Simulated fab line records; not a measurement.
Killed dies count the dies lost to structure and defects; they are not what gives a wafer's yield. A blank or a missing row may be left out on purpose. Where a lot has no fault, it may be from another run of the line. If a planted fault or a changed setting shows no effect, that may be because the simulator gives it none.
Chamber matching / flow n5_finfet / pecvd-04 running N5_BEOL_M2_PECVD_72: 3 sister chambers
The step deposits SiO2 from TEOS/O2, target thk 16 nm, time 18 s. 14 wafers are shown with their chamber, then 7 later ones without.

## EACH WAFER AND ITS CHAMBER
wafer=L076.3; chamber=0; throttle_valve_pct (%)=22.2; showerhead_plenum_p_Torr (Torr)=8.72; heater_power_w (W)=988
wafer=L076.4; chamber=1; throttle_valve_pct (%)=23.2; showerhead_plenum_p_Torr (Torr)=8.64; heater_power_w (W)=661
wafer=L076.6; chamber=2; throttle_valve_pct (%)=24.2; showerhead_plenum_p_Torr (Torr)=8.74; heater_power_w (W)=665
wafer=L077.2; chamber=1; throttle_valve_pct (%)=23.3; showerhead_plenum_p_Torr (Torr)=8.63; heater_power_w (W)=567
wafer=L077.4; chamber=0; throttle_valve_pct (%)=22.1; showerhead_plenum_p_Torr (Torr)=8.74; heater_power_w (W)=1031
wafer=L077.6; chamber=2; throttle_valve_pct (%)=24.3; showerhead_plenum_p_Torr (Torr)=8.74; heater_power_w (W)=717
wafer=L074.1; chamber=0; throttle_valve_pct (%)=22.1; showerhead_plenum_p_Torr (Torr)=8.74; heater_power_w (W)=951
wafer=L074.3; chamber=2; throttle_valve_pct (%)=24.1; showerhead_plenum_p_Torr (Torr)=8.76; heater_power_w (W)=728
wafer=L074.5; chamber=0; throttle_valve_pct (%)=22.1; showerhead_plenum_p_Torr (Torr)=8.73; heater_power_w (W)=968
wafer=L079.1; chamber=0; throttle_valve_pct (%)=22.1; showerhead_plenum_p_Torr (Torr)=8.72; heater_power_w (W)=950
wafer=L079.3; chamber=2; throttle_valve_pct (%)=24.1; showerhead_plenum_p_Torr (Torr)=8.73; heater_power_w (W)=791
wafer=L079.5; chamber=0; throttle_valve_pct (%)=22.3; showerhead_plenum_p_Torr (Torr)=8.74; heater_power_w (W)=951
wafer=L082.2; chamber=0; throttle_valve_pct (%)=22.4; showerhead_plenum_p_Torr (Torr)=8.72; heater_power_w (W)=879
wafer=L082.4; chamber=1; throttle_valve_pct (%)=23.2; showerhead_plenum_p_Torr (Torr)=8.64; heater_power_w (W)=569

SIGNATURES (averages over the wafers above)
reading=throttle_valve_pct; chamber 0=22.186; chamber 1=23.233; chamber 2=24.175; scatter within a chamber=0.106
reading=showerhead_plenum_p_Torr; chamber 0=8.7300; chamber 1=8.6367; chamber 2=8.7425; scatter within a chamber=0.0102
reading=heater_power_w; chamber 0=959.71; chamber 1=599.00; chamber 2=725.25; scatter within a chamber=49.1
Rule: a wafer lies at a distance from a chamber equal to the root of the sum of squares, over the readings, of (its reading less the chamber's mean, divided by the reading's scatter). The wafer belongs to the nearest chamber; if the next one is less than 2 further off, it can't be placed. The scatter: the root of (the sum of the squares of (reading less its chamber's mean) over the shown wafers, divided by (wafers less chambers)).

## WAFERS WITH NO CHAMBER GIVEN
wafer=L082.5; throttle_valve_pct (%)=24.2; showerhead_plenum_p_Torr (Torr)=8.75; heater_power_w (W)=660
wafer=L085.2; throttle_valve_pct (%)=24.6; showerhead_plenum_p_Torr (Torr)=8.74; heater_power_w (W)=783
wafer=L085.3; throttle_valve_pct (%)=22.1; showerhead_plenum_p_Torr (Torr)=8.73; heater_power_w (W)=955
wafer=L085.6; throttle_valve_pct (%)=22.0; showerhead_plenum_p_Torr (Torr)=8.75; heater_power_w (W)=993
wafer=L086.2; throttle_valve_pct (%)=24.7; showerhead_plenum_p_Torr (Torr)=8.73; heater_power_w (W)=776
wafer=L086.4; throttle_valve_pct (%)=24.8; showerhead_plenum_p_Torr (Torr)=8.72; heater_power_w (W)=767
wafer=L086.5; throttle_valve_pct (%)=22.3; showerhead_plenum_p_Torr (Torr)=8.73; heater_power_w (W)=931

## WHICH CHAMBER EACH ONE RAN IN
wafer=L082.5; from the rows above=2; in truth=2
wafer=L085.2; from the rows above=2; in truth=2
wafer=L085.3; from the rows above=0; in truth=0
wafer=L085.6; from the rows above=0; in truth=0
wafer=L086.2; from the rows above=2; in truth=2
wafer=L086.4; from the rows above=2; in truth=2
wafer=L086.5; from the rows above=0; in truth=0
7 of 7 placed correctly. Number that these rows cannot place: 0. Placed wrongly: 0.
